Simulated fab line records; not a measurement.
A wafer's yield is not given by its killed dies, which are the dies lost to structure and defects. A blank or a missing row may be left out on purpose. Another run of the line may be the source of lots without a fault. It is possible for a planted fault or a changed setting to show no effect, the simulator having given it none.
Problem report, 8D (eight disciplines) form, completed by code -- flow nand_harc -- the parts of the form that need people (team, actions taken, sign-off) are left out

== 1. WHAT IS WRONG ==
Wafers without a fault read 630.1 C, standard deviation 0.31; susceptor_temp_C at NHARC_A_CHANNEL_FILL_D2_ALD_15 reads a mean of 604.1 C on 6 wafers belonging to 2 lots. Relative to the usual mean, that is a shift of -84 standard deviations.
The step: deposits SiNx, target thk 2 nm, pulse time 60 s, ald cycles 19.
Seen first at day 18 08:35 on ald_sin_batch-02, wafer L334.1. The record has a number at this step for 18 wafers belonging to 6 lots. Rule for "out" (also "out of limits"): further than 4 standard deviations from the usual mean. The other wafers with a number count as sound.

== 2. WHAT IT IS AND WHAT IT IS NOT ==
question,is,is not
which readings at this step,susceptor_temp_C,precursor_pulse_height_rel
which lots,"L334, L335","L324, L325, L343, L344"
which wafers of those lots,all that have a number,-
read on which tools,ald_sin_batch-02,ald_sin_batch-03
when,from day 18 08:35,"up to then (6 sound wafers); but 6 sound wafers of L343, L344 came after"

== 3. WHAT RULES OUT EACH SUSPECT ==
Counting: a tool at a process step up to the reading stays a suspect if it ran every lot that is out and no sound lot after the first of them.
- ald_sin_batch-02 at NHARC_A_CHANNEL_FILL_D2_ALD_15 (deposits SiNx, target thk 2 nm, pulse time 60 s, ald cycles 19): ruled out as a lasting fault. Sound lots L343, L344 ran on it after its first lot that is out, L334 (day 18 08:35).
Left after counting: nothing in the record.

== 4. THE CAUSE (what the simulator had put in) ==
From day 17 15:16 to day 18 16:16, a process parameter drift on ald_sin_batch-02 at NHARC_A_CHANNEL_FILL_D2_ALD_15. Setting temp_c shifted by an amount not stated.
Counting ruled it out, wrongly.

== 5. THE EFFECT CHAIN, in route order ==
Rows list readings where the struck wafers' mean (over those with a number) sits beyond 3 standard deviations from the usual. Readings are gone through only where the record gives a usual standard deviation; hours: the median, over the lots, of the time from a lot's start at the first step in this table giving one to that lot's start at this step; sigmas: the change measured in usual standard deviations.
hours,step,reading,usual,on struck wafers,change,sigmas
0,NHARC_A_CHANNEL_FILL_D2_ALD_15,susceptor_temp_C,630.1 C,604.1,-26.0,-84
Process steps it contains:
- NHARC_A_CHANNEL_FILL_D2_ALD_15: deposits SiNx, target thk 2 nm, pulse time 60 s, ald cycles 19.
Later measuring or inspecting steps at which every struck wafer that the step has a row for has a number for every such reading, and none has moved that far: NHARC_END_SORT_01.

== 6. HOW IT WOULD HAVE BEEN CAUGHT EARLIER ==
First out-of-limits reading in this record: day 18 08:35, which is 17 hours after fault onset at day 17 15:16.
